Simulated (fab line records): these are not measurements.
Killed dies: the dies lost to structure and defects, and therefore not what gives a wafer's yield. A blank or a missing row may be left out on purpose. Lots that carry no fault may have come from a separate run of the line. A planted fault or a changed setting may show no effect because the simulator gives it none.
fab line records | flow nand-harc
record: lots: 24 | wafers: 72 | last-day: 25
route steps=1159 shown A_CONTACT@910 A_BLC@976 A_M0@1020
lots with no fault: from the same line, run without faults
start-h: hours from the record's first day to the start of the lot's first wafer shown | wait-h: how many hours have passed since the lot's step before this one | " identical to the entry in the row above | L1.1+2: a row that stands for several wafers | - value missing, or start not given | * or withheld: withheld | < > ~ a bound
route shown NAME@n: names a module that has steps shown in the file, with the first one's number in the route | usual: mean/standard deviation taken from wafers without a fault | same: alike in all rows | chamber/n: place in a boat | sites: readings site by site | _std_site: standard deviation across them | _edge_site: outer sites' mean less inner sites' | radius-mm: how far each site lies from the wafer's centre | mask NAME#n: copy n | behind: the most recent tool/chamber to have shaped the wafer | hold: why the lot went on hold/how many hours it stayed there/how the hold came to an end | device: names the non-switching transistor (n, p or np) | end of line: tests of these same wafers at the route's end | for a step that has no rows: nothing shown but its recipe | killed: count of dies lost to structure and defects at first sort (not the wafer's yield) | map: dies across one wafer; x = killed, . = not, _ = none there
set.NAME: the setting that was run; set.NAME@STEP: the one run at that earlier step | model.NAME: the simulator's own value behind a step, which no gauge read
the route's steps for a sample of lots (tables are steps, rows are wafers)
== steps ==
step: NHARC_A_CONTACT_ETCH_130
recipe: source-w: withheld | pressure-mtorr: 20 | bias-v: 1200 | time-s: 155 | target-depth-a: 9560 | ar-flow-sccm: withheld | c4f8-flow-sccm: withheld | o2-flow-sccm: withheld | chemistry: C4F8/O2/Ar
lot.wafer | tool            | chamber | start-h | wait-h | rf-hours-counter-h
L075.2    | har-cap-etch-02 | 1       | 375.31  | 0.1    | 12
L075.4    | "               | 0       | "       | "      | -
L075.5    | "               | 0       | "       | "      | -
L074.2    | har-cap-etch-02 | 0       | 380.55  | 0.1    | 13
L074.4    | "               | 0       | "       | "      | -
L074.5    | "               | 1       | "       | "      | -
L077.1    | har-cap-etch-01 | 1       | 390.57  | 0.1    | 59
L077.4    | "               | 0       | "       | "      | -
L077.6    | "               | 0       | "       | "      | -
L076.2    | har-cap-etch-02 | 0       | 392.82  | 0.1    | 16
L076.1    | "               | 1       | "       | "      | 16
L076.5    | "               | 0       | "       | "      | -
L078.1    | har-cap-etch-02 | 1       | 401.25  | 0.1    | 18
L078.3    | "               | 0       | "       | "      | -
L078.5    | "               | 0       | "       | "      | -
L080.3    | har-cap-etch-03 | 0       | 406.83  | 0.1    | -
L080.4    | "               | 1       | "       | "      | -
L080.5    | "               | 1       | "       | "      | -
L079.4    | har-cap-etch-01 | 0       | 407.00  | 0.1    | -
L079.5    | "               | 1       | "       | "      | -
L079.6    | "               | 0       | "       | "      | -
L083.2    | har-cap-etch-01 | 0       | 420.28  | 0.2    | 64
L083.1    | "               | 1       | "       | "      | 64
L083.3    | "               | 1       | "       | "      | -
L082.2    | har-cap-etch-02 | 1       | 424.41  | 0.1    | 21
L082.3    | "               | 0       | "       | "      | -
L082.5    | "               | 1       | "       | "      | -
L081.2    | har-cap-etch-02 | 0       | 433.34  | 0.1    | 23
L081.3    | "               | 0       | "       | "      | -
L081.5    | "               | 1       | "       | "      | -
L085.1    | har-cap-etch-03 | 1       | 435.04  | 0.1    | 93
L085.2    | "               | 0       | "       | "      | 93
L085.6    | "               | 1       | "       | "      | -
L084.1    | har-cap-etch-01 | 0       | 436.77  | 0.1    | 67
L084.2    | "               | 1       | "       | "      | 67
L084.3    | "               | 0       | "       | "      | -
L088.1    | har-cap-etch-03 | 1       | 447.93  | 0.1    | 96
L088.2    | "               | 0       | "       | "      | 96
L088.4    | "               | 0       | "       | "      | -
L087.3    | har-cap-etch-01 | 1       | 450.26  | 0.1    | -
L087.4    | "               | 0       | "       | "      | -
L087.5    | "               | 1       | "       | "      | -
L090.2    | har-cap-etch-02 | 0       | 458.83  | 0.1    | 28
L090.3    | "               | 1       | "       | "      | -
L090.4    | "               | 0       | "       | "      | -
L086.1    | har-cap-etch-03 | 1       | 462.52  | 0.1    | 99
L086.3    | "               | 0       | "       | "      | -
L086.6    | "               | 1       | "       | "      | -
L089.2    | har-cap-etch-01 | 1       | 467.76  | 0.1    | 73
L089.1    | "               | 0       | "       | "      | 73
L089.5    | "               | 0       | "       | "      | -
L091.2    | har-cap-etch-01 | 0       | 479.75  | 0.1    | 75
L091.1    | "               | 1       | "       | "      | 75
L091.6    | "               | 0       | "       | "      | -
L092.1    | har-cap-etch-03 | 1       | 484.12  | 0.1    | 102
L092.3    | "               | 1       | "       | "      | -
L092.5    | "               | 0       | "       | "      | -
L093.3    | har-cap-etch-02 | 1       | 485.95  | 0.2    | -
L093.5    | "               | 0       | "       | "      | -
L093.6    | "               | 1       | "       | "      | -
L094.2    | har-cap-etch-01 | 0       | 509.69  | 0.1    | 79
L094.3    | "               | 1       | "       | "      | -
L094.4    | "               | 0       | "       | "      | -
L096.1    | har-cap-etch-03 | 0       | 509.95  | 0.1    | 106
L096.3    | "               | 0       | "       | "      | -
L096.4    | "               | 1       | "       | "      | -
L095.2    | har-cap-etch-02 | 1       | 513.09  | 0.1    | 36
L095.4    | "               | 0       | "       | "      | -
L095.5    | "               | 1       | "       | "      | -
L097.3    | har-cap-etch-02 | 0       | 523.95  | 0.1    | -
L097.4    | "               | 1       | "       | "      | -
L097.6    | "               | 0       | "       | "      | -
step: NHARC_A_CONTACT_OVL_MEAS_09
usual: overlay-x-nm: -0.1/0.65 | overlay-y-nm: 0.2/0.89
lot.wafer | tool       | chamber | start-h | wait-h | overlay-x-nm | overlay-y-nm
L075.2    | overlay-01 | -       | 379.58  | -      | -0.3         | 0.0
L075.4    | "          | -       | "       | "      | -0.7         | 0.1
L075.5    | "          | -       | "       | "      | -0.9         | 0.5
L074.2    | overlay-01 | -       | 385.49  | -      | -0.6         | 0.2
L074.4    | "          | -       | "       | "      | -0.7         | -0.6
L074.5    | "          | -       | "       | "      | -0.4         | -0.7
L077.1    | overlay-02 | -       | 396.48  | -      | 1.1          | 0.1
L077.4    | "          | -       | "       | "      | 0.1          | 0.0
L077.6    | "          | -       | "       | "      | -0.2         | 0.3
L076.1    | overlay-02 | -       | 398.26  | -      | -0.6         | -0.7
L076.2    | "          | -       | "       | "      | 0.0          | -0.9
L076.5    | "          | -       | "       | "      | -0.6         | -0.7
L078.1    | overlay-02 | -       | 405.58  | -      | -0.4         | 0.1
L078.3    | "          | -       | "       | "      | -0.3         | -0.1
L078.5    | "          | -       | "       | "      | -0.7         | -0.2
L080.3    | overlay-01 | -       | 411.01  | -      | 0.9          | 0.4
L080.4    | "          | -       | "       | "      | 0.8          | 0.6
L080.5    | "          | -       | "       | "      | 0.3          | 1.0
L079.4    | overlay-02 | -       | 412.16  | -      | 0.4          | 1.4
L079.5    | "          | -       | "       | "      | 0.3          | 1.7
L079.6    | "          | -       | "       | "      | 0.4          | 1.0
L083.1    | overlay-01 | -       | 425.22  | -      | 0.1          | 1.2
L083.2    | "          | -       | "       | "      | 0.1          | 1.2
L083.3    | "          | -       | "       | "      | 0.3          | 1.4
L082.2    | overlay-02 | -       | 430.42  | -      | -0.8         | -1.4
L082.3    | "          | -       | "       | "      | -1.1         | -1.1
L082.5    | "          | -       | "       | "      | -1.1         | -1.2
L081.2    | overlay-01 | -       | 437.74  | -      | -0.7         | 0.9
L081.3    | "          | -       | "       | "      | -0.8         | 0.6
L081.5    | "          | -       | "       | "      | -1.3         | 0.7
L085.1    | overlay-01 | -       | 439.13  | -      | -0.2         | 0.2
L085.2    | "          | -       | "       | "      | -0.2         | 0.1
L085.6    | "          | -       | "       | "      | 0.1          | 0.4
L084.1    | overlay-01 | -       | 441.40  | -      | -0.2         | -0.1
L084.2    | "          | -       | "       | "      | -0.5         | 0.0
L084.3    | "          | -       | "       | "      | 0.1          | -0.1
L088.1    | overlay-02 | -       | 452.17  | -      | 0.0          | 1.6
L088.2    | "          | -       | "       | "      | 0.0          | 1.5
L088.4    | "          | -       | "       | "      | 0.2          | 1.3
L087.3    | overlay-02 | -       | 455.77  | -      | 1.2          | 0.9
L087.4    | "          | -       | "       | "      | 0.9          | 0.3
L087.5    | "          | -       | "       | "      | 0.7          | 0.9
L090.2    | overlay-02 | -       | 463.87  | -      | -0.6         | -0.3
L090.3    | "          | -       | "       | "      | -1.7         | 0.3
L090.4    | "          | -       | "       | "      | -1.1         | 0.1
L086.1    | overlay-02 | -       | 466.67  | -      | 0.0          | 0.4
L086.3    | "          | -       | "       | "      | 0.1          | 0.2
L086.6    | "          | -       | "       | "      | 1.1          | 0.2
L089.1    | overlay-02 | -       | 471.94  | -      | 0.0          | 0.5
L089.2    | "          | -       | "       | "      | 0.2          | 0.5
L089.5    | "          | -       | "       | "      | 0.2          | 0.3
L091.1    | overlay-01 | -       | 488.27  | -      | 0.5          | 1.8
L091.2    | "          | -       | "       | "      | -0.1         | 1.5
L091.6    | "          | -       | "       | "      | 0.7          | 1.7
L092.1    | overlay-01 | -       | 490.46  | -      | 0.5          | 2.1
L092.3    | "          | -       | "       | "      | -0.2         | 2.1
L092.5    | "          | -       | "       | "      | -0.6         | 2.4
L093.3    | overlay-02 | -       | 492.01  | -      | 1.0          | -0.5
L093.5    | "          | -       | "       | "      | 0.8          | -0.1
L093.6    | "          | -       | "       | "      | 0.8          | -0.3
L096.1    | overlay-02 | -       | 515.25  | -      | 0.2          | -0.1
L096.3    | "          | -       | "       | "      | -0.3         | 0.5
L096.4    | "          | -       | "       | "      | -0.7         | 0.0
L094.2    | overlay-02 | -       | 516.65  | -      | 0.2          | -0.9
L094.3    | "          | -       | "       | "      | 0.2          | -1.2
L094.4    | "          | -       | "       | "      | 0.1          | -1.4
L095.2    | overlay-02 | -       | 517.84  | -      | 0.3          | 0.1
L095.4    | "          | -       | "       | "      | 0.6          | 0.3
L095.5    | "          | -       | "       | "      | 0.5          | -0.3
L097.3    | overlay-02 | -       | 528.13  | -      | 0.0          | -0.5
L097.4    | "          | -       | "       | "      | -0.7         | -1.1
L097.6    | "          | -       | "       | "      | -0.5         | -1.1
step: NHARC_A_CONTACT_ETCH_137
recipe: source-w: withheld | pressure-mtorr: 20 | bias-v: 3000 | time-s: 132 | target-depth-a: 12870 | ar-flow-sccm: withheld | c4f8-flow-sccm: withheld | o2-flow-sccm: withheld | chemistry: C4F8/O2/Ar
lot.wafer | tool            | chamber | start-h | wait-h | rf-hours-counter-h
L075.2    | har-cap-etch-03 | 0       | 381.61  | 0.1    | 82
L075.4    | "               | 1       | "       | "      | -
L075.5    | "               | 1       | "       | "      | -
L074.2    | har-cap-etch-02 | 0       | 387.20  | 0.1    | 15
L074.4    | "               | 0       | "       | "      | -
L074.5    | "               | 0       | "       | "      | -
L077.1    | har-cap-etch-01 | 1       | 398.12  | 0.1    | 60
L077.4    | "               | 0       | "       | "      | -
L077.6    | "               | 1       | "       | "      | -
L076.1    | har-cap-etch-01 | 0       | 399.85  | 0.1    | 61
L076.2    | "               | 1       | "       | "      | 61
L076.5    | "               | 1       | "       | "      | -
L078.1    | har-cap-etch-02 | 1       | 407.43  | 0.1    | 19
L078.3    | "               | 1       | "       | "      | -
L078.5    | "               | 1       | "       | "      | -
L080.3    | har-cap-etch-01 | 0       | 412.65  | 0.1    | -
L080.4    | "               | 1       | "       | "      | -
L080.5    | "               | 1       | "       | "      | -
L079.4    | har-cap-etch-02 | 0       | 413.78  | 0.1    | -
L079.6    | "               | 1       | "       | "      | -
L079.5    | "               | 0       | "       | "      | -
L083.2    | har-cap-etch-02 | 1       | 427.78  | 0.1    | 22
L083.1    | "               | 0       | "       | "      | 22
L083.3    | "               | 1       | "       | "      | -
L082.2    | har-cap-etch-01 | 0       | 431.95  | 0.1    | 66
L082.3    | "               | 1       | "       | "      | -
L082.5    | "               | 0       | "       | "      | -
L081.2    | har-cap-etch-02 | 1       | 439.28  | 0.1    | 24
L081.3    | "               | 0       | "       | "      | -
L081.5    | "               | 1       | "       | "      | -
L085.2    | har-cap-etch-02 | 1       | 440.67  | 0.1    | 25
L085.1    | "               | 0       | "       | "      | 25
L085.6    | "               | 1       | "       | "      | -
L084.2    | har-cap-etch-02 | 1       | 442.97  | 0.1    | 26
L084.1    | "               | 0       | "       | "      | 26
L084.3    | "               | 1       | "       | "      | -
L088.1    | har-cap-etch-01 | 0       | 453.76  | 0.1    | 71
L088.2    | "               | 1       | "       | "      | 71
L088.4    | "               | 1       | "       | "      | -
L087.3    | har-cap-etch-03 | 0       | 457.41  | 0.1    | -
L087.4    | "               | 1       | "       | "      | -
L087.5    | "               | 1       | "       | "      | -
L090.2    | har-cap-etch-02 | 0       | 465.42  | 0.1    | 29
L090.3    | "               | 1       | "       | "      | -
L090.4    | "               | 0       | "       | "      | -
L086.1    | har-cap-etch-03 | 0       | 468.23  | 0.1    | 100
L086.3    | "               | 0       | "       | "      | -
L086.6    | "               | 0       | "       | "      | -
L089.2    | har-cap-etch-01 | 1       | 473.47  | 0.1    | 74
L089.1    | "               | 0       | "       | "      | 74
L089.5    | "               | 1       | "       | "      | -
L091.2    | har-cap-etch-01 | 1       | 489.80  | 0.1    | 76
L091.1    | "               | 0       | "       | "      | 76
L091.6    | "               | 0       | "       | "      | -
L092.1    | har-cap-etch-03 | 0       | 492.01  | 0.1    | 103
L092.3    | "               | 0       | "       | "      | -
L092.5    | "               | 1       | "       | "      | -
L093.3    | har-cap-etch-02 | 1       | 493.61  | 0.1    | -
L093.5    | "               | 1       | "       | "      | -
L093.6    | "               | 0       | "       | "      | -
L096.1    | har-cap-etch-03 | 1       | 516.84  | 0.1    | 107
L096.3    | "               | 0       | "       | "      | -
L096.4    | "               | 1       | "       | "      | -
L094.2    | har-cap-etch-01 | 0       | 518.20  | 0.1    | 81
L094.4    | "               | 1       | "       | "      | -
L094.3    | "               | 0       | "       | "      | -
L095.2    | har-cap-etch-03 | 1       | 520.99  | 0.1    | 107
L095.4    | "               | 0       | "       | "      | -
L095.5    | "               | 1       | "       | "      | -
L097.4    | har-cap-etch-02 | 1       | 529.73  | 0.1    | -
L097.3    | "               | 0       | "       | "      | -
L097.6    | "               | 1       | "       | "      | -
step: NHARC_A_BLC_INSPECT_12
usual: raw-defect-count: 28/12
lot.wafer | tool              | chamber | start-h | wait-h | raw-defect-count
L075.2    | defect-inspect-01 | -       | 386.60  | 0.0    | 21
L075.4    | "                 | -       | "       | "      | 33
L075.5    | "                 | -       | "       | "      | 29
L074.2    | defect-inspect-01 | -       | 395.85  | 0.0    | 18
L074.4    | "                 | -       | "       | "      | 16
L074.5    | "                 | -       | "       | "      | 15
L077.1    | defect-inspect-01 | -       | 405.83  | 0.0    | 25
L077.4    | "                 | -       | "       | "      | 25
L077.6    | "                 | -       | "       | "      | 15
L076.1    | defect-inspect-01 | -       | 408.81  | 0.0    | 31
L076.2    | "                 | -       | "       | "      | 37
L076.5    | "                 | -       | "       | "      | 24
L078.1    | defect-inspect-01 | -       | 413.36  | 0.0    | 24
L078.3    | "                 | -       | "       | "      | 23
L078.5    | "                 | -       | "       | "      | 16
L080.3    | defect-inspect-01 | -       | 421.19  | 0.0    | 37
L080.4    | "                 | -       | "       | "      | 36
L080.5    | "                 | -       | "       | "      | 31
L079.4    | defect-inspect-01 | -       | 422.37  | 0.0    | 6
L079.5    | "                 | -       | "       | "      | 16
L079.6    | "                 | -       | "       | "      | 9
L083.1    | defect-inspect-01 | -       | 433.69  | 0.0    | 39
L083.2    | "                 | -       | "       | "      | 26
L083.3    | "                 | -       | "       | "      | 43
L082.2    | defect-inspect-02 | -       | 435.87  | 0.0    | 11
L082.3    | "                 | -       | "       | "      | 15
L082.5    | "                 | -       | "       | "      | 8
L081.2    | defect-inspect-01 | -       | 444.47  | 0.0    | 11
L081.3    | "                 | -       | "       | "      | 8
L081.5    | "                 | -       | "       | "      | 14
L085.1    | defect-inspect-01 | -       | 447.94  | 0.0    | 24
L085.2    | "                 | -       | "       | "      | 39
L085.6    | "                 | -       | "       | "      | 23
L084.1    | defect-inspect-01 | -       | 449.55  | 0.0    | 31
L084.2    | "                 | -       | "       | "      | 24
L084.3    | "                 | -       | "       | "      | 36
L088.1    | defect-inspect-02 | -       | 457.57  | 0.0    | 15
L088.2    | "                 | -       | "       | "      | 14
L088.4    | "                 | -       | "       | "      | 23
L087.3    | defect-inspect-02 | -       | 461.90  | 0.0    | 36
L087.4    | "                 | -       | "       | "      | 27
L087.5    | "                 | -       | "       | "      | 30
L090.2    | defect-inspect-01 | -       | 474.76  | 0.0    | 52
L090.3    | "                 | -       | "       | "      | 32
L090.4    | "                 | -       | "       | "      | 38
L086.1    | defect-inspect-02 | -       | 476.36  | 0.0    | 51
L086.3    | "                 | -       | "       | "      | 45
L086.6    | "                 | -       | "       | "      | 51
L089.1    | defect-inspect-01 | -       | 477.79  | 0.0    | 33
L089.2    | "                 | -       | "       | "      | 34
L089.5    | "                 | -       | "       | "      | 34
L091.1    | defect-inspect-02 | -       | 499.70  | 0.0    | 22
L091.2    | "                 | -       | "       | "      | 10
L091.6    | "                 | -       | "       | "      | 16
L092.1    | defect-inspect-02 | -       | 500.56  | 0.0    | 38
L092.3    | "                 | -       | "       | "      | 44
L092.5    | "                 | -       | "       | "      | 34
L093.3    | defect-inspect-02 | -       | 500.81  | 0.0    | 56
L093.5    | "                 | -       | "       | "      | 46
L093.6    | "                 | -       | "       | "      | 50
L096.1    | defect-inspect-02 | -       | 523.73  | 0.0    | 50
L096.3    | "                 | -       | "       | "      | 49
L096.4    | "                 | -       | "       | "      | 41
L094.2    | defect-inspect-01 | -       | 528.01  | 0.0    | 13
L094.3    | "                 | -       | "       | "      | 19
L094.4    | "                 | -       | "       | "      | 19
L095.2    | defect-inspect-01 | -       | 528.76  | 0.0    | 19
L095.4    | "                 | -       | "       | "      | 20
L095.5    | "                 | -       | "       | "      | 24
L097.3    | defect-inspect-02 | -       | 535.83  | 0.0    | 36
L097.4    | "                 | -       | "       | "      | 31
L097.6    | "                 | -       | "       | "      | 35
step: NHARC_A_BLC_CD_MEAS_19
usual: cd-nm: 99.4/2.6
lot.wafer | tool      | chamber | start-h | wait-h | cd-nm
L075.2    | cd-sem-01 | -       | 387.63  | -      | 99.6
L075.4    | "         | -       | "       | "      | 97.8
L075.5    | "         | -       | "       | "      | 96.7
L074.2    | cd-sem-01 | -       | 396.95  | -      | 99.8
L074.4    | "         | -       | "       | "      | 97.2
L074.5    | "         | -       | "       | "      | 96.3
L077.1    | cd-sem-02 | -       | 406.86  | -      | 95.7
L077.4    | "         | -       | "       | "      | 99.2
L077.6    | "         | -       | "       | "      | 103.1
L076.1    | cd-sem-01 | -       | 409.85  | -      | 100.1
L076.2    | "         | -       | "       | "      | 99.2
L076.5    | "         | -       | "       | "      | 101.8
L078.1    | cd-sem-01 | -       | 414.39  | -      | 100.2
L078.3    | "         | -       | "       | "      | 97.6
L078.5    | "         | -       | "       | "      | 95.2
L080.3    | cd-sem-01 | -       | 422.22  | -      | 99.3
L080.4    | "         | -       | "       | "      | 98.5
L080.5    | "         | -       | "       | "      | 103.5
L079.4    | cd-sem-02 | -       | 423.40  | -      | 97.0
L079.5    | "         | -       | "       | "      | 100.1
L079.6    | "         | -       | "       | "      | 98.9
L083.1    | cd-sem-03 | -       | 434.92  | -      | 99.6
L083.2    | "         | -       | "       | "      | 96.1
L083.3    | "         | -       | "       | "      | 103.5
L082.2    | cd-sem-03 | -       | 436.89  | -      | 96.1
L082.3    | "         | -       | "       | "      | 99.1
L082.5    | "         | -       | "       | "      | 99.8
L081.2    | cd-sem-02 | -       | 445.50  | -      | 98.3
L081.3    | "         | -       | "       | "      | 101.8
L081.5    | "         | -       | "       | "      | 100.6
L085.1    | cd-sem-02 | -       | 448.96  | -      | 98.5
L085.2    | "         | -       | "       | "      | 96.5
L085.6    | "         | -       | "       | "      | 96.5
L084.1    | cd-sem-03 | -       | 450.91  | -      | 96.6
L084.2    | "         | -       | "       | "      | 99.4
L084.3    | "         | -       | "       | "      | 97.9
L088.1    | cd-sem-02 | -       | 458.81  | -      | 101.5
L088.2    | "         | -       | "       | "      | 101.8
L088.4    | "         | -       | "       | "      | 97.0
L087.3    | cd-sem-03 | -       | 462.93  | -      | 95.7
L087.4    | "         | -       | "       | "      | 96.7
L087.5    | "         | -       | "       | "      | 98.3
L090.2    | cd-sem-01 | -       | 475.79  | -      | 100.3
L090.3    | "         | -       | "       | "      | 102.8
L090.4    | "         | -       | "       | "      | 99.7
L086.1    | cd-sem-02 | -       | 477.45  | -      | 98.1
L086.3    | "         | -       | "       | "      | 98.4
L086.6    | "         | -       | "       | "      | 96.4
L089.1    | cd-sem-03 | -       | 478.81  | -      | 105.0
L089.2    | "         | -       | "       | "      | 99.1
L089.5    | "         | -       | "       | "      | 100.3
L091.1    | cd-sem-01 | -       | 500.74  | -      | 99.2
L091.2    | "         | -       | "       | "      | 100.3
L091.6    | "         | -       | "       | "      | 99.2
L092.1    | cd-sem-02 | -       | 501.68  | -      | 100.4
L092.3    | "         | -       | "       | "      | 98.5
L092.5    | "         | -       | "       | "      | 99.0
L093.3    | cd-sem-01 | -       | 501.88  | -      | 96.9
L093.5    | "         | -       | "       | "      | 100.5
L093.6    | "         | -       | "       | "      | 96.5
L096.1    | cd-sem-01 | -       | 524.76  | -      | 99.3
L096.3    | "         | -       | "       | "      | 101.5
L096.4    | "         | -       | "       | "      | 96.6
L094.2    | cd-sem-03 | -       | 529.04  | -      | 97.7
L094.3    | "         | -       | "       | "      | 103.2
L094.4    | "         | -       | "       | "      | 98.0
L095.2    | cd-sem-03 | -       | 529.79  | -      | 99.8
L095.4    | "         | -       | "       | "      | 99.0
L095.5    | "         | -       | "       | "      | 97.4
L097.3    | cd-sem-03 | -       | 536.86  | -      | 98.2
L097.4    | "         | -       | "       | "      | 101.8
L097.6    | "         | -       | "       | "      | 98.3
step: NHARC_A_M0_THK_MEAS_24
recipe: thk-meas-gauge: xrf
usual: thk-nm: 114.2/1.8
lot.wafer | tool          | chamber | start-h | wait-h | thk-nm
L075.2    | film-metro-02 | -       | 397.75  | -      | 115.6
L075.4    | "             | -       | "       | "      | 114.0
L075.5    | "             | -       | "       | "      | 115.1
L074.2    | film-metro-01 | -       | 406.89  | -      | 114.2
L074.4    | "             | -       | "       | "      | 115.9
L074.5    | "             | -       | "       | "      | 119.0
L077.1    | film-metro-01 | -       | 415.23  | -      | 113.2
L077.4    | "             | -       | "       | "      | 111.3
L077.6    | "             | -       | "       | "      | 114.6
L076.1    | film-metro-01 | -       | 421.16  | -      | 111.7
L076.2    | "             | -       | "       | "      | 117.7
L076.5    | "             | -       | "       | "      | 113.6
L078.1    | film-metro-01 | -       | 424.46  | -      | 111.9
L078.3    | "             | -       | "       | "      | 115.2
L078.5    | "             | -       | "       | "      | 112.9
L080.3    | film-metro-02 | -       | 428.93  | -      | 111.9
L080.4    | "             | -       | "       | "      | 115.1
L080.5    | "             | -       | "       | "      | 114.3
L079.4    | film-metro-01 | -       | 429.24  | -      | 111.8
L079.5    | "             | -       | "       | "      | 113.7
L079.6    | "             | -       | "       | "      | 116.3
L083.1    | film-metro-01 | -       | 440.32  | -      | 114.2
L083.2    | "             | -       | "       | "      | 115.3
L083.3    | "             | -       | "       | "      | 113.7
L082.2    | film-metro-01 | -       | 446.45  | -      | 115.1
L082.3    | "             | -       | "       | "      | 114.4
L082.5    | "             | -       | "       | "      | 114.1
L081.2    | film-metro-01 | -       | 452.93  | -      | 111.1
L081.3    | "             | -       | "       | "      | 113.0
L081.5    | "             | -       | "       | "      | 114.3
L085.1    | film-metro-02 | -       | 454.47  | -      | 113.0
L085.2    | "             | -       | "       | "      | 115.9
L085.6    | "             | -       | "       | "      | 114.1
L084.1    | film-metro-01 | -       | 456.66  | -      | 116.7
L084.2    | "             | -       | "       | "      | 114.1
L084.3    | "             | -       | "       | "      | 113.8
L088.1    | film-metro-01 | -       | 464.15  | -      | 111.7
L088.2    | "             | -       | "       | "      | 115.8
L088.4    | "             | -       | "       | "      | 114.6
L087.3    | film-metro-01 | -       | 468.41  | -      | 110.7
L087.4    | "             | -       | "       | "      | 113.0
L087.5    | "             | -       | "       | "      | 110.3
L090.2    | film-metro-02 | -       | 481.21  | -      | 112.9
L090.3    | "             | -       | "       | "      | 110.9
L090.4    | "             | -       | "       | "      | 112.8
L086.1    | film-metro-02 | -       | 482.75  | -      | 114.6
L086.3    | "             | -       | "       | "      | 112.2
L086.6    | "             | -       | "       | "      | 112.7
L089.1    | film-metro-02 | -       | 484.54  | -      | 116.8
L089.2    | "             | -       | "       | "      | 114.5
L089.5    | "             | -       | "       | "      | 113.8
L091.1    | film-metro-01 | -       | 506.89  | -      | 114.0
L091.2    | "             | -       | "       | "      | 113.3
L091.6    | "             | -       | "       | "      | 115.1
L092.1    | film-metro-01 | -       | 507.93  | -      | 114.0
L092.3    | "             | -       | "       | "      | 113.8
L092.5    | "             | -       | "       | "      | 112.9
L093.3    | film-metro-02 | -       | 508.67  | -      | 116.0
L093.5    | "             | -       | "       | "      | 113.8
L093.6    | "             | -       | "       | "      | 114.9
L096.1    | film-metro-02 | -       | 532.56  | -      | 111.6
L096.3    | "             | -       | "       | "      | 115.6
L096.4    | "             | -       | "       | "      | 113.7
L094.2    | film-metro-01 | -       | 537.25  | -      | 114.7
L094.3    | "             | -       | "       | "      | 117.2
L094.4    | "             | -       | "       | "      | 115.8
L095.2    | film-metro-02 | -       | 537.82  | -      | 115.2
L095.4    | "             | -       | "       | "      | 116.4
L095.5    | "             | -       | "       | "      | 114.4
L097.3    | film-metro-01 | -       | 544.38  | -      | 113.8
L097.4    | "             | -       | "       | "      | 114.4
L097.6    | "             | -       | "       | "      | 115.6
== key ==
fault none
